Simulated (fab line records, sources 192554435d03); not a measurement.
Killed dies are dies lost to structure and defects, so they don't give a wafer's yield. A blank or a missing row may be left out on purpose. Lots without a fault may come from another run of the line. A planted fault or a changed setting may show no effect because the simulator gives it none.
A struck lot beside a sound one | flow n5_finfet | 15 steps out of a route of 1938
Sound: wafers L880.1, L880.2, L880.5. Struck: wafer L895.6. (L895.3 of the same lot was not struck and is left out.) The cause comes at the end.
At each step with rows: each side's tool, then ch and its chambers, then its first start. Under that, the readings that differ: sound wafers | struck wafers | difference of the means | sigmas: that difference in standard deviations of wafers without a fault.
alike: readings whose means differ by less than 2 such deviations, and words and numbers that are the same on both sides. not compared: withheld readings, readings that some wafer has no value for, bounds like >300 that may hide the same value, and numbers for which the record gives no deviation and whose values overlap.
The two part at a step that has a row with sigmas, a row that says differs or no value, or rows on one side only. Numbers that don't overlap but have no deviation are shown without sigmas and don't part them. A reading that every wafer of one side lacks parts them only if that side has two wafers or more.

first, 7 steps without rows for these wafers: N5_BEOL_M0_SAQP_COAT_82 (time 60 s, resist thk 30 nm); N5_BEOL_M0_SAQP_COAT_08 (resist thk 90 nm); N5_BEOL_M0_SAQP_EBR_10; N5_BEOL_M0_SAQP_SOFTBAKE_09 (time 60 s); N5_BEOL_M0_SAQP_EXPOSE_11 (exposes mask M0 CORE, target cd 42 nm); N5_BEOL_M0_SAQP_PEB_12 (peb time 60 s); N5_BEOL_M0_SAQP_DEVELOP_13 (develop time 30 s).
N5_BEOL_M0_SAQP_CD_MEAS_14: target cd 42.5 nm.
  sound on cd_sem-03 ch 0, day 6 21:01; struck on cd_sem-02 ch 0, day 10 17:53
  alike: cd_nm
N5_BEOL_M0_SAQP_OVL_MEAS_15:
  sound on overlay-01 ch 0, day 6 21:03; struck on overlay-02 ch 0, day 10 17:57
  alike: M0_CORE_OVL
N5_BEOL_M0_SAQP_INSPECT_16: inspects for defects (brightfield).
  sound on defect_inspect-02, day 6 21:04; struck on defect_inspect-02, day 10 17:59
  alike: raw_defect_count
N5_BEOL_M0_SAQP_DESCUM_19: chemistry O2, time 7.9 s.
  sound on rie_diel-04 ch 2,3, day 6 21:07; struck on rie_diel-04 ch 2, day 10 18:04
  alike: drypump_motor_current_A, oes_product_au, rf_vpp_V, showerhead_plenum_p_Torr, throttle_valve_pct
  not compared: rf_hours_counter_h
N5_BEOL_M0_SAQP_ETCH_83: etches SiARC in CF4, target depth 39 nm, time 65 s.
  sound on rie_diel-04 ch 2,3, day 6 21:08; struck on rie_diel-04 ch 2, day 10 18:07
  alike: drypump_motor_current_A, etch_rf_on_time_s, oes_product_au, rf_vpp_V, showerhead_plenum_p_Torr, throttle_valve_pct
  not compared: rf_hours_counter_h
N5_BEOL_M0_SAQP_ETCH_84: etches SOC in N2/H2, target depth 100 nm, overetch 20 nm, time 150 s.
  sound on rie_diel-04 ch 2,3, day 6 21:11; struck on rie_diel-04 ch 2, day 10 18:10
  reading                                         | sound          | struck | difference | sigmas
  model.SiARC_of_BEOL_M0_SAQP_COAT_82.thk_nm (nm) | 24.6 24.4 24.2 | 25.2   | +0.8       |
  alike: drypump_motor_current_A, n2_flow_sccm, oes_product_au, rf_vpp_V, showerhead_plenum_p_Torr, throttle_valve_pct
  not compared: rf_hours_counter_h
then, 1 step without rows for these wafers: N5_BEOL_M0_SAQP_STRIP_80 (strips in N2/H2).
-- the record jumps here: 3 days lie between the struck wafers' starts before and after (it left off in module BEOL_M0_SAQP and takes up again in module BEOL_M4, whose first step shown is number 1111 of the route) --
N5_BEOL_M4_RC_MEAS_101:
  sound on prober-02 ch 0, day 9 12:08; struck on prober-01 ch 0, day 13 15:11
  reading   | sound          | struck | difference | sigmas
  VT_P (mV) | -247 -256 -250 | -261   | -10        | -3
  alike: DIBL_N, DIBL_P, IOFF_N, IOFF_P, ION_N, ION_P, SS_N, SS_P, VT_N

WHERE THEY PART
Only at N5_BEOL_M4_RC_MEAS_101, within this record.

WHY: what the simulator had put in
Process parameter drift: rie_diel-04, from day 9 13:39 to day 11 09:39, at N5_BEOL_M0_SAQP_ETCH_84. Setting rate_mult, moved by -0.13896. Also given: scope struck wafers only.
